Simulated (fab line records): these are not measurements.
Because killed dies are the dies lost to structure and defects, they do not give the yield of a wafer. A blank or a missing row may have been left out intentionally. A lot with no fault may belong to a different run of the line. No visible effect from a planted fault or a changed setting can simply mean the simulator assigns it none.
fab line records	flow nand-harc
record: lots: 24	wafers: 72	last-day: 33
route steps=1302 shown P_ZERO_WELL@46 P_STI@88 P_GATE@190 P_CONTACT@232
lots with no fault: from the same line, run without faults
start-h: the number of hours between the record's first day and the start of the first shown wafer of the lot	wait-h: hours from the lot's prior step to this one	" the same as in the row above	L1.1+2: a single row standing in for several wafers	- either no value or no given start	* or withheld: withheld	< > ~ a bound
route shown NAME@n: a module of which the file shows steps, and the number in the route of the first	usual: mean and standard deviation over wafers with no fault	same: alike in all rows	chamber/n: place in a boat	sites: per-site readings	_std_site: the standard deviation of these	_edge_site: inner sites' mean taken away from outer sites' mean	radius-mm: for every site, how far away it sits from the centre of the wafer	mask NAME#n: copy n	behind: the most recent tool/chamber to have shaped the wafer	hold: why the lot was held/for how many hours/how that ended	device: transistor that didn't switch, given as n, p or np	end of line: the route-end tests of the same wafers	for a step that has no rows: nothing shown but its recipe	killed: the dies lost at the first sort to structure and to defects; this is not the yield of the wafer	map: a wafer's dies, x killed, . not, _ none there
set.NAME: the setting that was run; set.NAME@STEP: the one run at that earlier step	model.NAME: the simulator's own value behind a step, which no gauge read
route steps across a sampled set of lots; one table per step, one row per wafer
services: the hour from which a tool's chamber was out of use, counted from the record's first day as start-h (under 0 if before that day), plus the number of hours and why
== steps ==
step: NHARC_P_ZERO_WELL_DESCUM_39
recipe: time-s: 3	o2-flow-sccm: 200	ar-flow-sccm: 0	bias-power-w: 0	chemistry: O2
usual: drypump-motor-current-A: 5.8/0.45	oes-product-au: 0.999/0.011	rf-vpp-V: 57.8/0.91	showerhead-plenum-p-Torr: 1.91/0.079	throttle-valve-pct: 11.311/0.0096
lot.wafer	tool	chamber	start-h	wait-h	drypump-motor-current-A	oes-product-au	rf-hours-counter-h	rf-vpp-V	showerhead-plenum-p-Torr	throttle-valve-pct
L074.4	rie-diel-04	1	24.27	-	4.8	0.988	3	57.4	2.06	11.303
L074.5	"	3	"	"	6.4	0.992	-	58.7	1.90	11.317
L074.6	"	0	"	"	6.1	0.997	-	58.3	2.02	11.311
L075.2	rie-diel-08	0	34.29	-	5.5	1.001	6	59.1	1.97	11.305
L075.1	"	2	"	"	5.4	1.006	4	58.7	1.95	11.309
L075.6	"	1	"	"	5.9	0.995	-	59.1	1.93	11.315
L076.2	rie-diel-04	3	44.39	-	6.4	0.982	8	57.1	1.89	11.294
L076.4	"	2	"	"	6.0	1.007	10	56.4	1.79	11.302
L076.6	"	3	"	"	6.4	0.970	-	57.8	1.89	11.325
L077.4	rie-diel-08	0	54.75	-	5.5	0.993	13	58.0	1.97	11.311
L077.1	"	1	"	"	5.9	0.982	12	59.3	1.92	11.307
L077.6	"	0	"	"	5.5	0.985	-	57.3	1.97	11.317
L078.3	rie-diel-08	3	64.65	-	5.5	1.009	11	58.3	1.87	11.319
L078.4	"	0	"	"	5.5	1.002	14	57.4	1.97	11.312
L078.2	"	1	"	"	5.9	0.992	14	57.9	1.92	11.317
L079.4	rie-diel-13	2	74.40	-	5.9	1.019	28	56.9	1.96	11.323
L079.2	"	0	"	"	5.9	0.993	27	57.4	1.88	11.305
L079.6	"	2	"	"	5.9	1.003	-	58.3	1.96	11.316
L080.2	rie-diel-04	0	84.56	-	6.1	0.994	23	58.5	2.01	11.322
L080.6	"	3	"	"	6.4	0.987	-	58.3	1.89	11.307
L080.5	"	0	"	"	6.1	0.999	-	59.1	2.01	11.300
L081.1	rie-diel-13	1	94.29	-	5.5	1.007	39	57.8	1.80	11.305
L081.6	"	2	"	"	5.9	1.000	-	59.4	1.96	11.324
L081.5	"	3	"	"	6.6	0.997	-	58.5	1.82	11.315
L082.1	rie-diel-04	0	104.26	-	6.1	0.998	24	60.3	2.01	11.300
L082.4	"	1	"	"	4.8	0.993	36	57.8	2.05	11.305
L082.6	"	1	"	"	4.8	1.003	-	58.0	2.05	11.306
L083.3	rie-diel-04	3	114.37	-	6.4	0.990	34	56.7	1.88	11.304
L083.2	"	0	"	"	6.1	1.000	27	59.0	2.01	11.307
L083.4	"	2	"	"	6.0	1.006	39	57.3	1.78	11.317
L084.3	rie-diel-13	1	124.38	-	5.5	1.000	47	57.0	1.80	11.311
L084.1	"	2	"	"	5.9	1.002	45	58.0	1.95	11.324
L084.5	"	1	"	"	5.5	1.013	-	57.9	1.80	11.310
L085.2	rie-diel-13	0	134.38	-	5.9	0.999	44	57.5	1.88	11.328
L085.5	"	0	"	"	5.9	0.987	-	59.2	1.87	11.303
L085.4	"	3	"	"	6.6	1.002	-	57.1	1.82	11.306
L086.1	rie-diel-13	2	144.56	-	5.9	0.988	50	58.1	1.95	11.297
L086.5	"	1	"	"	5.5	1.005	-	59.2	1.80	11.309
L086.6	"	2	"	"	5.9	1.002	-	58.0	1.95	11.307
L087.1	rie-diel-13	3	154.90	-	6.6	1.000	47	56.6	1.82	11.304
L087.3	"	0	"	"	5.9	0.993	49	57.4	1.87	11.319
L087.5	"	2	"	"	5.9	1.007	-	58.3	1.95	11.308
L088.4	rie-diel-13	1	164.27	-	5.4	1.003	60	57.4	1.79	11.303
L088.2	"	2	"	"	5.9	1.016	58	58.0	1.95	11.315
L088.6	"	1	"	"	5.5	1.009	-	56.2	1.79	11.315
L089.3	rie-diel-04	2	174.44	-	6.0	1.004	59	55.4	1.77	11.331
L089.2	"	0	"	"	6.1	0.993	48	58.5	2.00	11.319
L089.6	"	2	"	"	6.0	1.017	-	57.2	1.77	11.312
L090.4	rie-diel-08	0	184.28	-	5.5	0.987	53	59.5	1.95	11.319
L090.1	"	2	"	"	5.4	1.000	53	56.1	1.93	11.333
L090.5	"	0	"	"	5.5	0.992	-	57.6	1.95	11.314
L091.3	rie-diel-04	0	194.24	-	6.1	1.002	1	56.5	2.00	11.304
L091.4	"	1	"	"	4.8	0.994	1	58.2	2.04	11.310
L091.2	"	2	"	"	6.0	1.017	1	58.0	1.77	11.323
L092.4	rie-diel-04	3	204.38	-	6.4	1.025	3	58.7	1.88	11.314
L092.6	"	2	"	"	6.0	1.032	-	56.3	1.77	11.302
L092.5	"	3	"	"	6.3	1.028	-	56.9	1.88	11.322
L093.3	rie-diel-08	2	214.53	-	5.4	1.012	4	58.6	1.93	11.319
L093.2	"	0	"	"	5.6	1.000	7	59.3	1.95	11.306
L093.6	"	2	"	"	5.4	1.003	-	59.5	1.93	11.311
L094.4	rie-diel-04	1	224.43	-	4.8	0.970	11	58.5	2.03	11.301
L094.1	"	2	"	"	6.0	1.016	11	57.9	1.77	11.317
L094.5	"	0	"	"	6.1	0.999	-	59.1	2.00	11.307
L095.1	rie-diel-08	2	234.37	-	5.4	0.996	9	57.6	1.93	11.291
L095.3	"	3	"	"	5.5	0.992	11	56.3	1.85	11.301
L095.4	"	0	"	"	5.6	1.002	11	57.6	1.95	11.303
L096.1	rie-diel-08	0	244.27	-	5.5	0.998	13	58.9	1.95	11.313
L096.3	"	1	"	"	5.9	1.017	10	58.1	1.91	11.317
L096.6	"	1	"	"	5.9	1.001	-	56.6	1.91	11.312
L097.2	rie-diel-08	3	254.14	-	5.5	0.993	14	57.5	1.85	11.303
L097.4	"	0	"	"	5.5	1.000	14	57.5	1.95	11.321
L097.5	"	0	"	"	5.5	1.002	-	57.8	1.95	11.326
step: NHARC_P_STI_ETCH_42
recipe: target-depth-a: 800	overetch-a: 240	time-s: 61	ion-energy-ev: 200	n2-flow-sccm: 150	h2-flow-sccm: 150	ar-flow-sccm: 0	rf-w: 400	bias-w: 150	chemistry: N2/H2
usual: drypump-motor-current-A: 5.8/0.51	oes-product-au: 0.998/0.012	rf-vpp-V: 430.1/2.5	showerhead-plenum-p-Torr: 2.03/0.087	throttle-valve-pct: 14.172/0.0089
lot.wafer	tool	chamber	start-h	wait-h	drypump-motor-current-A	oes-product-au	rf-hours-counter-h	rf-vpp-V	showerhead-plenum-p-Torr	throttle-valve-pct
L074.4	rie-diel-06	3	46.17	0.1	5.8	1.005	4	433.7	2.13	14.173
L074.6	"	3	"	"	5.8	1.008	-	431.7	2.13	14.165
L074.5	"	0	"	"	5.7	1.007	-	430.9	2.05	14.186
L075.1	rie-diel-06	2	56.88	0.1	6.7	0.990	4	429.2	1.99	14.182
L075.2	"	0	"	"	5.7	0.990	4	431.6	2.05	14.173
L075.6	"	2	"	"	6.7	0.990	-	430.2	1.99	14.155
L076.4	rie-diel-09	3	64.88	0.1	5.7	1.007	6	426.3	1.93	14.185
L076.2	"	0	"	"	5.9	1.016	6	427.7	1.92	14.166
L076.6	"	0	"	"	5.9	1.017	-	426.8	1.92	14.152
L077.4	rie-diel-05	2	76.22	0.1	5.3	0.998	1	425.0	1.93	14.165
L077.1	"	0	"	"	5.0	1.005	1	425.4	1.92	14.172
L077.6	"	1	"	"	6.0	1.007	-	427.9	1.95	14.165
L078.2	rie-diel-06	2	84.94	0.1	6.7	0.984	5	429.0	1.98	14.175
L078.3	"	3	"	"	5.8	1.008	4	432.6	2.13	14.182
L078.4	"	0	"	"	5.7	1.011	5	430.3	2.05	14.184
L079.2	rie-diel-09	1	95.62	0.1	5.1	0.987	10	430.7	2.04	14.162
L079.4	"	2	"	"	5.2	0.998	10	430.4	2.04	14.184
L079.6	"	1	"	"	5.1	1.006	-	431.9	2.04	14.172
L080.2	rie-diel-06	1	104.24	0.1	5.4	0.996	6	432.6	2.16	14.197
L080.6	"	2	"	"	6.7	0.977	-	429.3	1.98	14.182
L080.5	"	1	"	"	5.4	0.994	-	434.2	2.16	14.169
L081.1	rie-diel-09	2	115.66	0.1	5.2	0.992	12	429.7	2.04	14.164
L081.5	"	0	"	"	6.0	1.018	-	427.6	1.92	14.159
L081.6	"	1	"	"	5.1	1.007	-	431.4	2.04	14.185
L082.1	rie-diel-09	1	123.14	0.1	5.1	0.998	12	431.7	2.04	14.170
L082.4	"	0	"	"	6.0	1.014	11	427.2	1.92	14.161
L082.6	"	2	"	"	5.1	0.987	-	429.5	2.04	14.168
L083.3	rie-diel-09	2	134.12	0.1	5.1	1.003	13	429.9	2.03	14.175
L083.2	"	0	"	"	6.0	1.019	12	428.4	1.92	14.171
L083.4	"	1	"	"	5.1	0.997	13	428.9	2.04	14.178
L084.3	rie-diel-06	3	144.15	0.1	5.8	1.003	0	433.0	2.13	14.181
L084.1	"	0	"	"	5.7	1.002	0	430.8	2.05	14.154
L084.5	"	2	"	"	6.7	0.986	-	428.9	1.98	14.184
L085.4	rie-diel-09	3	154.76	0.1	5.7	1.012	0	426.8	1.92	14.173
L085.2	"	1	"	"	5.1	1.002	0	430.7	2.04	14.167
L085.5	"	3	"	"	5.7	1.016	-	428.0	1.92	14.163
L086.1	rie-diel-05	2	163.18	0.1	5.3	0.998	5	427.6	1.93	14.184
L086.5	"	1	"	"	6.0	0.996	-	429.6	1.95	14.179
L086.6	"	2	"	"	5.3	0.998	-	426.0	1.93	14.185
L087.3	rie-diel-06	1	175.24	0.1	5.5	0.987	2	433.7	2.16	14.166
L087.1	"	2	"	"	6.7	0.983	1	428.9	1.98	14.181
L087.5	"	2	"	"	6.7	0.993	-	428.4	1.98	14.163
L088.2	rie-diel-06	1	183.31	0.1	5.5	0.969	2	433.6	2.16	14.167
L088.4	"	2	"	"	6.7	0.982	-	430.0	1.98	14.171
L088.6	"	2	"	"	6.7	0.989	-	429.4	1.98	14.169
L089.3	rie-diel-09	0	195.35	0.1	6.0	1.017	4	426.2	1.92	14.185
L089.2	"	2	"	"	5.2	0.993	4	429.9	2.03	14.173
L089.6	"	3	"	"	5.7	1.004	-	427.2	1.92	14.177
L090.4	rie-diel-05	3	206.71	0.1	6.0	1.003	7	433.8	2.15	14.182
L090.1	"	2	"	"	5.2	1.013	7	427.1	1.93	14.159
L090.5	"	0	"	"	5.0	1.003	-	425.5	1.92	14.181
L091.2	rie-diel-09	3	214.37	0.1	5.7	1.006	6	428.5	1.92	14.162
L091.4	"	0	"	"	5.9	1.007	6	427.4	1.92	14.180
L091.3	"	1	"	"	5.1	1.013	7	430.0	2.04	14.171
L092.6	rie-diel-06	3	225.67	0.1	5.8	1.000	-	433.3	2.13	14.184
L092.5	"	1	"	"	5.5	0.988	-	434.2	2.16	14.168
L092.4	"	2	"	"	6.7	0.983	-	429.4	1.98	14.175
L093.3	rie-diel-06	2	236.65	0.1	6.7	0.987	4	430.6	1.98	14.159
L093.2	"	1	"	"	5.5	0.983	5	433.8	2.16	14.170
L093.6	"	2	"	"	6.7	0.982	-	428.9	1.98	14.172
L094.1	rie-diel-06	2	245.78	0.1	6.7	0.997	5	427.8	1.98	14.166
L094.5	"	2	"	"	6.7	1.001	-	429.6	1.98	14.173
L094.4	"	3	"	"	5.8	0.993	-	432.8	2.13	14.157
L095.3	rie-diel-09	1	253.03	0.1	5.1	1.017	9	430.3	2.03	14.184
L095.1	"	2	"	"	5.1	0.992	8	429.6	2.03	14.157
L095.4	"	3	"	"	5.7	1.013	7	427.2	1.92	14.167
L096.1	rie-diel-06	1	263.47	0.1	5.5	0.988	6	432.9	2.16	14.176
L096.3	"	2	"	"	6.7	0.977	5	429.6	1.98	14.170
L096.6	"	2	"	"	6.7	0.998	-	428.8	1.98	14.181
L097.2	rie-diel-06	3	273.20	0.1	5.8	1.004	4	432.2	2.13	14.171
L097.4	"	1	"	"	5.4	0.995	6	433.1	2.16	14.160
L097.5	"	3	"	"	5.8	1.001	-	434.3	2.13	14.176
step: NHARC_P_STI_OCD_MEAS_43
usual: trench-depth-nm: 302/5	trench-foot-cd-nm: 158.1/2.3
lot.wafer	tool	chamber	start-h	wait-h	trench-depth-nm	trench-foot-cd-nm
L074.4	ocd-02	-	47.12	-	299	155.9
L074.5	"	-	"	"	299	154.7
L074.6	"	-	"	"	293	159.5
L075.1	ocd-01	-	57.83	-	305	159.7
L075.2	"	-	"	"	313	156.5
L075.6	"	-	"	"	309	157.8
L076.2	ocd-01	-	65.83	-	305	155.6
L076.4	"	-	"	"	307	155.6
L076.6	"	-	"	"	309	159.8
L077.1	ocd-01	-	77.16	-	296	159.3
L077.4	"	-	"	"	304	158.4
L077.6	"	-	"	"	306	156.0
L078.2	ocd-02	-	85.88	-	299	158.1
L078.3	"	-	"	"	299	160.9
L078.4	"	-	"	"	310	157.1
L079.2	ocd-02	-	96.66	-	298	158.0
L079.4	"	-	"	"	302	159.2
L079.6	"	-	"	"	300	160.5
L080.2	ocd-02	-	105.19	-	301	160.0
L080.5	"	-	"	"	303	156.9
L080.6	"	-	"	"	298	161.5
L081.1	ocd-01	-	116.59	-	302	159.9
L081.5	"	-	"	"	302	157.4
L081.6	"	-	"	"	299	155.0
L082.1	ocd-02	-	124.09	-	298	158.0
L082.4	"	-	"	"	307	154.7
L082.6	"	-	"	"	307	157.1
L083.2	ocd-02	-	135.07	-	296	157.1
L083.3	"	-	"	"	308	155.3
L083.4	"	-	"	"	301	154.7
L084.1	ocd-01	-	145.10	-	297	158.0
L084.3	"	-	"	"	302	156.7
L084.5	"	-	"	"	296	156.0
L085.2	ocd-02	-	155.71	-	296	161.5
L085.4	"	-	"	"	306	161.8
L085.5	"	-	"	"	305	156.4
L086.1	ocd-01	-	164.12	-	296	159.0
L086.5	"	-	"	"	301	157.6
L086.6	"	-	"	"	302	157.8
L087.1	ocd-01	-	176.21	-	307	154.2
L087.3	"	-	"	"	303	155.7
L087.5	"	-	"	"	305	154.1
L088.2	ocd-01	-	184.32	-	294	161.9
L088.4	"	-	"	"	300	162.3
L088.6	"	-	"	"	300	160.4
L089.2	ocd-01	-	196.30	-	292	162.1
L089.3	"	-	"	"	301	159.7
L089.6	"	-	"	"	304	156.6
L090.1	ocd-02	-	207.65	-	304	156.0
L090.4	"	-	"	"	313	159.9
L090.5	"	-	"	"	305	165.6
L091.2	ocd-01	-	215.32	-	297	160.9
L091.3	"	-	"	"	305	160.0
L091.4	"	-	"	"	305	159.3
L092.4	ocd-01	-	226.63	-	298	160.5
L092.5	"	-	"	"	309	157.3
L092.6	"	-	"	"	300	158.7
L093.2	ocd-01	-	238.08	-	304	154.4
L093.3	"	-	"	"	310	155.4
L093.6	"	-	"	"	304	158.3
L094.1	ocd-01	-	246.74	-	294	158.8
L094.4	"	-	"	"	306	157.3
L094.5	"	-	"	"	295	160.1
L095.1	ocd-02	-	253.97	-	301	158.1
L095.3	"	-	"	"	307	156.4
L095.4	"	-	"	"	297	157.1
L096.1	ocd-01	-	264.45	-	293	159.5
L096.3	"	-	"	"	301	159.7
L096.6	"	-	"	"	303	156.3
L097.2	ocd-02	-	274.14	-	303	158.3
L097.4	"	-	"	"	300	154.7
L097.5	"	-	"	"	300	156.5
step: NHARC_P_STI_INSPECT_25
usual: raw-defect-count: 210/73
lot.wafer	tool	chamber	start-h	wait-h	raw-defect-count
L074.4	defect-inspect-01	-	73.61	0.4	295
L074.5	"	-	"	"	334
L074.6	"	-	"	"	241
L075.1	defect-inspect-02	-	83.85	0.4	253
L075.2	"	-	"	"	219
L075.6	"	-	"	"	205
L076.2	defect-inspect-01	-	91.00	0.4	89
L076.4	"	-	"	"	114
L076.6	"	-	"	"	127
L077.1	defect-inspect-02	-	105.79	0.4	125
L077.4	"	-	"	"	125
L077.6	"	-	"	"	142
L078.2	defect-inspect-01	-	109.87	0.4	132
L078.3	"	-	"	"	134
L078.4	"	-	"	"	177
L079.2	defect-inspect-01	-	122.20	0.4	328
L079.4	"	-	"	"	211
L079.6	"	-	"	"	310
L080.2	defect-inspect-01	-	132.43	0.4	178
L080.5	"	-	"	"	182
L080.6	"	-	"	"	163
L081.1	defect-inspect-02	-	145.59	0.4	180
L081.5	"	-	"	"	145
L081.6	"	-	"	"	125
L082.1	defect-inspect-01	-	153.83	0.4	215
L082.4	"	-	"	"	215
L082.6	"	-	"	"	230
L083.2	defect-inspect-01	-	159.76	0.4	294
L083.3	"	-	"	"	207
L083.4	"	-	"	"	106
L084.1	defect-inspect-02	-	175.68	0.4	216
L084.3	"	-	"	"	142
L084.5	"	-	"	"	300
L085.2	defect-inspect-02	-	181.30	0.4	369
L085.4	"	-	"	"	327
L085.5	"	-	"	"	328
L086.1	defect-inspect-02	-	188.50	0.4	177
L086.5	"	-	"	"	185
L086.6	"	-	"	"	257
L087.1	defect-inspect-01	-	203.21	0.4	185
L087.3	"	-	"	"	128
L087.5	"	-	"	"	140
L088.2	defect-inspect-01	-	220.04	0.4	171
L088.4	"	-	"	"	113
L088.6	"	-	"	"	169
L089.2	defect-inspect-01	-	220.05	0.4	343
L089.3	"	-	"	"	288
L089.6	"	-	"	"	306
L090.1	defect-inspect-01	-	240.21	0.4	289
L090.4	"	-	"	"	168
L090.5	"	-	"	"	207
L091.2	defect-inspect-02	-	244.79	0.4	252
L091.3	"	-	"	"	285
L091.4	"	-	"	"	217
L092.4	defect-inspect-01	-	259.09	0.4	242
L092.5	"	-	"	"	359
L092.6	"	-	"	"	228
L093.2	defect-inspect-01	-	265.76	0.4	110
L093.3	"	-	"	"	161
L093.6	"	-	"	"	237
L094.1	defect-inspect-01	-	274.02	0.4	241
L094.4	"	-	"	"	332
L094.5	"	-	"	"	236
L095.1	defect-inspect-02	-	279.62	0.4	253
L095.3	"	-	"	"	175
L095.4	"	-	"	"	311
L096.1	defect-inspect-01	-	294.18	0.4	229
L096.3	"	-	"	"	185
L096.6	"	-	"	"	159
L097.2	defect-inspect-02	-	299.49	0.4	208
L097.4	"	-	"	"	149
L097.5	"	-	"	"	198
step: NHARC_P_GATE_STRIP_76
recipe: power-w: 1500	temp-c: 250	chemistry: O2
usual: drypump-motor-current-A: 5.3/0.32	heater-power-w: 332/52
lot.wafer	tool	chamber	start-h	wait-h	drypump-motor-current-A	heater-power-w	rf-hours-counter-h
L074.4	plasma-asher-01	1	110.79	0.2	5.7	310	-
L074.5	"	1	"	"	5.7	306	-
L074.6	"	0	"	"	5.2	390	-
L075.1	plasma-asher-01	0	125.61	0.2	5.2	402	22
L075.2	"	1	"	"	5.7	308	22
L075.6	"	1	"	"	5.7	300	-
L076.2	plasma-asher-02	0	129.96	0.2	5.5	314	15
L076.4	"	0	"	"	5.5	313	-
L076.6	"	0	"	"	5.5	321	-
L077.1	plasma-asher-02	1	143.21	0.2	4.8	259	17
L077.4	"	1	"	"	4.8	263	-
L077.6	"	1	"	"	4.8	271	-
L078.2	plasma-asher-02	1	146.42	0.2	4.8	260	18
L078.3	"	0	"	"	5.4	313	-
L078.4	"	1	"	"	4.8	266	-
L079.2	plasma-asher-01	1	159.14	0.2	5.7	308	29
L079.4	"	0	"	"	5.2	394	-
L079.6	"	1	"	"	5.7	307	-
L080.2	plasma-asher-02	1	172.61	0.2	4.8	262	24
L080.5	"	1	"	"	4.8	266	-
L080.6	"	0	"	"	5.5	316	-
L081.1	plasma-asher-01	0	184.91	0.2	5.2	402	2
L081.6	"	0	"	"	5.2	407	-
L081.5	"	1	"	"	5.7	313	-
L082.1	plasma-asher-01	0	193.18	0.2	5.3	412	4
L082.4	"	1	"	"	5.7	316	-
L082.6	"	1	"	"	5.7	315	-
L083.2	plasma-asher-02	0	196.88	0.2	5.5	320	29
L083.4	"	1	"	"	4.8	265	-
L083.3	"	0	"	"	5.5	316	-
L084.1	plasma-asher-01	1	219.34	0.2	5.7	312	9
L084.3	"	0	"	"	5.2	407	-
L084.5	"	0	"	"	5.2	403	-
L085.2	plasma-asher-01	0	221.88	0.2	5.2	403	10
L085.4	"	0	"	"	5.2	405	-
L085.5	"	1	"	"	5.7	315	-
L086.1	plasma-asher-02	1	228.92	0.2	4.8	264	37
L086.5	"	0	"	"	5.4	313	-
L086.6	"	1	"	"	4.8	264	-
L087.1	plasma-asher-02	0	244.84	0.2	5.5	309	39
L087.3	"	1	"	"	4.8	263	-
L087.5	"	0	"	"	5.5	318	-
L088.2	plasma-asher-01	0	259.19	0.2	5.2	395	18
L088.4	"	1	"	"	5.7	310	-
L088.6	"	1	"	"	5.7	316	-
L089.2	plasma-asher-02	0	259.54	0.2	5.5	313	1
L089.3	"	0	"	"	5.5	314	-
L089.6	"	0	"	"	5.4	320	-
L090.1	plasma-asher-01	1	277.73	0.2	5.7	304	21
L090.4	"	1	"	"	5.7	326	-
L090.5	"	0	"	"	5.2	414	-
L091.2	plasma-asher-02	0	281.75	0.2	5.4	311	5
L091.4	"	1	"	"	4.8	268	-
L091.3	"	0	"	"	5.5	320	-
L092.4	plasma-asher-01	1	301.74	0.1	5.7	315	-
L092.6	"	0	"	"	5.2	406	-
L092.5	"	1	"	"	5.7	309	-
L093.2	plasma-asher-01	0	306.28	0.2	5.3	399	29
L093.3	"	1	"	"	5.7	310	-
L093.6	"	1	"	"	5.7	311	-
L094.1	plasma-asher-01	1	312.05	0.2	5.7	310	29
L094.4	"	1	"	"	5.7	310	-
L094.5	"	1	"	"	5.7	312	-
L095.1	plasma-asher-01	1	316.61	0.2	5.7	317	31
L095.4	"	1	"	"	5.7	315	-
L095.3	"	0	"	"	5.2	402	-
L096.1	plasma-asher-01	1	331.20	0.2	5.7	319	32
L096.3	"	1	"	"	5.7	312	-
L096.6	"	0	"	"	5.2	409	-
L097.2	plasma-asher-01	0	342.25	0.2	5.3	405	35
L097.4	"	0	"	"	5.2	393	-
L097.5	"	0	"	"	5.2	407	-
step: NHARC_P_CONTACT_CD_MEAS_12
recipe: target-cd-nm: 90	landing-energy-ev: 500
usual: cd-nm: 89.7/0.65
lot.wafer	tool	chamber	start-h	wait-h	cd-nm
L074.4	cd-sem-01	0	116.16	-	90.4
L074.5	"	0	"	"	90.7
L074.6	"	0	"	"	89.5
L075.1	cd-sem-01	0	131.11	-	89.8
L075.2	"	0	"	"	90.1
L075.6	"	0	"	"	89.8
L076.2	cd-sem-02	0	135.57	-	89.7
L076.4	"	0	"	"	89.3
L076.6	"	0	"	"	89.7
L077.1	cd-sem-03	0	148.56	-	89.8
L077.4	"	0	"	"	88.8
L077.6	"	0	"	"	89.3
L078.2	cd-sem-01	0	151.76	-	89.8
L078.3	"	0	"	"	90.7
L078.4	"	0	"	"	90.0
L079.2	cd-sem-01	0	164.77	-	90.3
L079.4	"	0	"	"	90.1
L079.6	"	0	"	"	90.1
L080.2	cd-sem-02	0	178.00	-	88.7
L080.5	"	0	"	"	89.7
L080.6	"	0	"	"	88.5
L081.1	cd-sem-01	0	190.76	-	89.5
L081.5	"	0	"	"	88.6
L081.6	"	0	"	"	89.7
L082.1	cd-sem-03	0	199.23	-	89.7
L082.4	"	0	"	"	88.7
L082.6	"	0	"	"	89.1
L083.2	cd-sem-02	0	202.60	-	90.0
L083.3	"	0	"	"	90.9
L083.4	"	0	"	"	90.8
L084.1	cd-sem-03	0	224.82	-	89.7
L084.3	"	0	"	"	90.3
L084.5	"	0	"	"	89.7
L085.2	cd-sem-01	0	227.91	-	90.1
L085.4	"	0	"	"	89.2
L085.5	"	0	"	"	88.6
L086.1	cd-sem-01	0	234.52	-	90.2
L086.5	"	0	"	"	89.5
L086.6	"	0	"	"	89.7
L087.1	cd-sem-01	0	250.28	-	90.0
L087.3	"	0	"	"	90.3
L087.5	"	0	"	"	90.3
L088.2	cd-sem-03	0	264.67	-	89.2
L088.4	"	0	"	"	90.1
L088.6	"	0	"	"	89.6
L089.2	cd-sem-02	0	265.13	-	89.9
L089.3	"	0	"	"	89.7
L089.6	"	0	"	"	90.3
L090.1	cd-sem-02	0	283.35	-	89.3
L090.4	"	0	"	"	89.1
L090.5	"	0	"	"	89.7
L091.2	cd-sem-01	0	287.53	-	90.0
L091.3	"	0	"	"	89.4
L091.4	"	0	"	"	90.8
L092.4	cd-sem-03	0	307.31	-	89.4
L092.5	"	0	"	"	90.4
L092.6	"	0	"	"	89.5
L093.2	cd-sem-02	0	312.10	-	88.4
L093.3	"	0	"	"	88.7
L093.6	"	0	"	"	88.9
L094.1	cd-sem-03	0	317.39	-	89.8
L094.4	"	0	"	"	90.1
L094.5	"	0	"	"	89.3
L095.1	cd-sem-02	0	322.18	-	89.1
L095.3	"	0	"	"	89.8
L095.4	"	0	"	"	89.8
L096.1	cd-sem-01	0	336.79	-	89.4
L096.3	"	0	"	"	89.1
L096.6	"	0	"	"	89.3
L097.2	cd-sem-03	0	348.12	-	89.4
L097.4	"	0	"	"	89.2
L097.5	"	0	"	"	89.3
== services ==
tool	chamber	start-h	hours	kind
rie-diel-04	-	2.25	9.0	pm
plasma-asher-02	-	2.68	6.3	repair
rie-diel-09	0	16.56	4.4	repair
plasma-asher-02	-	72.12	9.0	pm
plasma-asher-01	-	76.70	25.5	repair
rie-diel-04	0	87.68	14.3	repair
rie-diel-06	3	103.20	3.8	repair
rie-diel-06	-	130.20	9.0	pm
rie-diel-09	-	143.10	9.0	pm
plasma-asher-01	-	153.82	1.4	repair
plasma-asher-01	-	165.11	9.0	pm
plasma-asher-02	-	170.24	1.8	repair
rie-diel-06	3	172.71	22.3	repair
rie-diel-06	0	176.51	71.6	repair
rie-diel-04	2	178.02	6.9	repair
rie-diel-04	-	179.42	9.0	pm
rie-diel-09	3	232.56	7.2	repair
rie-diel-04	2	238.57	6.5	repair
plasma-asher-02	-	249.12	9.0	pm
rie-diel-04	2	267.54	3.4	repair
rie-diel-06	1	277.33	7.9	repair
rie-diel-04	2	289.45	7.1	repair
rie-diel-06	-	307.20	9.0	pm
rie-diel-09	-	320.10	9.0	pm
== key ==
fault none
